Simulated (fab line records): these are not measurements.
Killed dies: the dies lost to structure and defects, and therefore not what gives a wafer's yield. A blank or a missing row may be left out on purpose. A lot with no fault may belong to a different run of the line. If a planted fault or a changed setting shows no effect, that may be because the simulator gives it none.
Matching of chambers | flow n5 finfet | 4 sister chambers for N5_BEOL_M9_STRIP_19 on rie diel-05
The step strips in O2. 8 wafers are shown with their chamber, then 9 later ones without.

WAFERS WITH THEIR CHAMBER
wafer  | chamber | drypump motor current A (A) | throttle valve pct (%)
L074.5 | 0       | 4.9                         | 16.96
L079.5 | 0       | 4.9                         | 17.00
L079.6 | 1       | 4.9                         | 16.46
L081.5 | 3       | 5.4                         | 16.48
L081.6 | 2       | 5.9                         | 16.94
L090.2 | 3       | 5.4                         | 16.48
L090.3 | 2       | 5.8                         | 16.97
L090.4 | 1       | 4.9                         | 16.48

WAFERS WITH NO CHAMBER GIVEN
wafer  | drypump motor current A (A) | throttle valve pct (%)
L093.1 | 5.9                         | 16.97
L093.3 | 4.9                         | 16.49
L093.6 | 4.9                         | 16.49
L094.1 | 4.9                         | 16.52
L094.2 | 4.9                         | 16.56
L094.3 | 5.4                         | 16.51
L097.1 | 4.9                         | 16.52
L097.3 | 4.9                         | 16.57
L097.6 | 5.4                         | 16.52

WHICH CHAMBER EACH ONE RAN IN
wafer  | from the rows above | in truth
L093.1 | 2                   | 2
L093.3 | 1                   | 1
L093.6 | 1                   | 1
L094.1 | 1                   | 1
L094.2 | 1                   | 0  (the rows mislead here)
L094.3 | 3                   | 3
L097.1 | 1                   | 1
L097.3 | 1                   | 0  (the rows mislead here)
L097.6 | 3                   | 3
7 of 9 placed correctly. From these rows, 0 cannot be placed. Placed wrongly: 2.
How it was worked out, from the rows above alone: a wafer's distance from a chamber is the root of the sum, over the readings, of the square of ((its reading less the chamber's mean) divided by the reading's scatter). The wafer belongs to the nearest chamber; if the next one is less than 2 further off, it can't be placed. A chamber's mean is the mean of its shown wafers. How the scatter is found: for the shown wafers, subtract from each reading the mean of its chamber, square and add these, divide the total by (wafers less chambers), then take the root.
